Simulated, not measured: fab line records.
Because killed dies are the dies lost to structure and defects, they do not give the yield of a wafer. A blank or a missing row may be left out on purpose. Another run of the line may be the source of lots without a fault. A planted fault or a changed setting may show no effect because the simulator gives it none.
Chamber matching + flow n5_finfet + 4 sister chambers for N5_PMOS_HMC_CHANNEL_EPI_CMP_21 on cmp-01
The step polishes SiGe30, target thk 54 nm. 16 wafers are shown with their chamber, then 8 later ones without.

== WAFERS, EACH WITH ITS CHAMBER ==
| wafer  | chamber | motor_current_A (A) | slurry_filter_dp_kPa (kPa) |
|--------|---------|---------------------|----------------------------|
| L077.1 | 2       | 10.6                | 13.69                      |
| L077.2 | 3       | 11.9                | 13.65                      |
| L077.5 | 2       | 10.1                | 13.46                      |
| L080.1 | 2       | 10.2                | 13.42                      |
| L080.3 | 3       | 11.8                | 13.65                      |
| L080.5 | 0       | 11.5                | 13.65                      |
| L081.2 | 3       | 12.2                | 13.72                      |
| L081.4 | 1       | 13.8                | 13.61                      |
| L081.6 | 3       | 11.9                | 13.49                      |
| L082.1 | 3       | 11.8                | 13.66                      |
| L082.2 | 2       | 10.3                | 13.77                      |
| L082.6 | 0       | 11.8                | 13.65                      |
| L084.2 | 3       | 11.7                | 13.33                      |
| L084.3 | 2       | 10.5                | 13.65                      |
| L084.6 | 2       | 10.5                | 13.33                      |
| L089.2 | 0       | 11.8                | 13.89                      |

SIGNATURES, as means of the wafers listed above
| reading              | chamber 0 | chamber 1 | chamber 2 | chamber 3 | scatter within a chamber |
|----------------------|-----------|-----------|-----------|-----------|--------------------------|
| motor_current_A      | 11.700    | 13.800    | 10.367    | 11.883    | 0.183                    |
| slurry_filter_dp_kPa | 13.7300   | 13.6100   | 13.5533   | 13.5833   | 0.157                    |
Rule: a wafer lies at a distance from a chamber equal to the root of the sum of squares, over the readings, of (its reading less the chamber's mean, divided by the reading's scatter). The wafer belongs to the nearest chamber; if the next one is less than 2 further off, it can't be placed. How the scatter is found: for the shown wafers, subtract from each reading the mean of its chamber, square and add these, divide the total by (wafers less chambers), then take the root.

== WAFERS WHOSE CHAMBER IS MISSING ==
| wafer  | motor_current_A (A) | slurry_filter_dp_kPa (kPa) |
|--------|---------------------|----------------------------|
| L089.5 | 11.9                | 13.64                      |
| L089.6 | 14.5                | 13.31                      |
| L092.2 | 12.4                | 13.86                      |
| L092.3 | 13.8                | 13.60                      |
| L092.5 | 11.8                | 13.54                      |
| L095.3 | 11.9                | 13.55                      |
| L095.4 | 10.6                | 13.46                      |
| L095.5 | 10.3                | 13.54                      |

== CHAMBER TAKEN BY EACH ==
| wafer  | from the rows above     | in truth |
|--------|-------------------------|----------|
| L089.5 | can't be placed: 3 or 0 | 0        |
| L089.6 | 1                       | 1        |
| L092.2 | can't be placed: 3 or 0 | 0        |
| L092.3 | 1                       | 1        |
| L092.5 | can't be placed: 3 or 0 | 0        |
| L095.3 | can't be placed: 3 or 0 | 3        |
| L095.4 | 2                       | 2        |
| L095.5 | 2                       | 2        |
Correct placement for 4 of the 8. Unplaceable from these rows: 4, with the true chamber sitting among the candidates in 4. 0 placed wrongly.
